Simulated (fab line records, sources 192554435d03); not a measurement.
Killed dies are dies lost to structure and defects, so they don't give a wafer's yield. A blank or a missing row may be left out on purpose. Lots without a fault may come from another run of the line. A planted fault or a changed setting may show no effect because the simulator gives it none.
Split-lot experiment | flow n5_finfet | 7 lots, 21 wafers read, on a route of 1938 steps

THE SPLIT
At N5_BEOL_M8_DESCUM_33 (chemistry O2, time 7 s), the setting time_s was moved away from the recipe's 7 s on 6 of the 21 wafers read, by -21.3% to +20.1%. The other wafers ran this setting at the recipe's value.

The file shows no step between the split and the reading.

THE READING
CAR-EUV_of_BEOL_M8_COAT_22.thk_nm (the simulator's own value, which no gauge read), in nm, at N5_BEOL_M8_ETCH_72 (etches underlayer in N2/H2, target depth 6.5 nm, time 5.2 s). The file gives no usual value for it. The 15 wafers here that ran the recipe average 20.4 nm, standard deviation 0.11 nm.

wafer  | tool, chamber at the split | time_s as run, s | against the recipe | CAR-EUV_of_BEOL_M8_COAT_22.thk_nm, nm | against lot-mates on the recipe
L086.1 | rie_diel-01, 1             | 6.075            | -13.2%             | 21                                    | +0.6
L086.2 | rie_diel-01, 0             | 7                | recipe             | 20.4                                  | -
L086.4 | rie_diel-01, 2             | 6.075            | -13.2%             | 21                                    | +0.6
L085.1 | rie_diel-05, 2             | 7                | recipe             | 20.4                                  | -
L085.2 | rie_diel-05, 1             | 6.326            | -9.6%              | 20.8                                  | +0.3
L085.3 | rie_diel-05, 3             | 7                | recipe             | 20.6                                  | -
L088.3 | rie_diel-01, 0             | 7                | recipe             | 20.2                                  | -
L088.4 | rie_diel-01, 3,1           | 7                | recipe             | 20.2                                  | -
L088.6 | rie_diel-01, 3,1           | 7                | recipe             | 20.4                                  | -
L089.1 | rie_diel-05, 1             | 8.407            | +20.1%             | 19.6                                  | -0.8
L089.4 | rie_diel-05, 0             | 7                | recipe             | 20.4                                  | -
L089.6 | rie_diel-05, 2             | 7                | recipe             | 20.4                                  | -
L091.2 | rie_diel-05, 3             | 7                | recipe             | 20.4                                  | -
L091.3 | rie_diel-05, 1             | 7                | recipe             | 20.6                                  | -
L091.5 | rie_diel-05, 0             | 7                | recipe             | 20.4                                  | -
L090.1 | rie_diel-01, 0             | 7                | recipe             | 20.4                                  | -
L090.4 | rie_diel-01, 2             | 5.51             | -21.3%             | 21                                    | +0.6
L090.6 | rie_diel-01, 2             | 5.51             | -21.3%             | 21                                    | +0.6
L096.4 | rie_diel-05, 2             | 7                | recipe             | 20.4                                  | -
L096.5 | rie_diel-05, 3             | 7                | recipe             | 20.6                                  | -
L096.6 | rie_diel-05, 2             | 7                | recipe             | 20.4                                  | -
Where a row lists several chambers, the file gives one row for several wafers and doesn't say which wafer went through which chamber.

THE FIT
A straight line over all 21 wafers: CAR-EUV_of_BEOL_M8_COAT_22.thk_nm changes by -0.0347 nm for each +1% of time_s; r = -0.93; the points scatter about the line by 0.12 nm.
The same after taking each lot's own level away (the mean of its wafers on the recipe; 21 wafers): -0.0347 nm for each +1%; r = -0.95; scatter 0.1 nm.
On that fit, the largest move of time_s shifts the reading by 0.74 nm.
The lots' own levels span 20.27 to 20.50 nm, that is 2.0 times the standard deviation above.
So the lot-to-lot level changes the slope little: the two slopes agree.
Check: with one of the wafers moved furthest among these (-21.3%) left out of the fit, the line predicts +0.779 nm for it against its lot-mates. It came out at +0.6 nm against them.

OTHER SPLITS ON THESE WAFERS
These wafers also went through other splits before the reading. Each is held against what the fit with the lots' levels taken away leaves over:
other split on the same wafers   | wafers away from the commonest value | r with CAR-EUV_of_BEOL_M8_COAT_22.thk_nm (lot level and that fit taken away)
N5_BEOL_M5_TRENCH_ETCH_37 time_s | 3                                    | -0.13
N5_BEOL_M7_PECVD_70 temp_c       | 10                                   | +0.15
N5_BEOL_M8_PECVD_70 temp_c       | 11                                   | -0.14
N5_BEOL_M8_EXPOSE_25 dose_mj     | 4                                    | +0.00

THE WHOLE CHAIN: every reading that the file lists as answering this split, in the file's order
step                 | what it does                                                | reading                                                                            | change (the file's fit)                | r (the file's)
N5_BEOL_M8_DESCUM_33 | chemistry O2, time 7 s                                      | CAR-EUV_of_BEOL_M8_COAT_22.thk_nm (the simulator's own value, which no gauge read) | -0.034 nm for each +1% of the setting  | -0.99
N5_BEOL_M8_ETCH_72   | etches underlayer in N2/H2, target depth 6.5 nm, time 5.2 s | CAR-EUV_of_BEOL_M8_COAT_22.thk_nm (the simulator's own value, which no gauge read) | -0.0353 nm for each +1% of the setting | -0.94

THE FILE'S OWN FIT
CAR-EUV_of_BEOL_M8_COAT_22.thk_nm changes by -0.0353 nm for each +1% of time_s, r = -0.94.
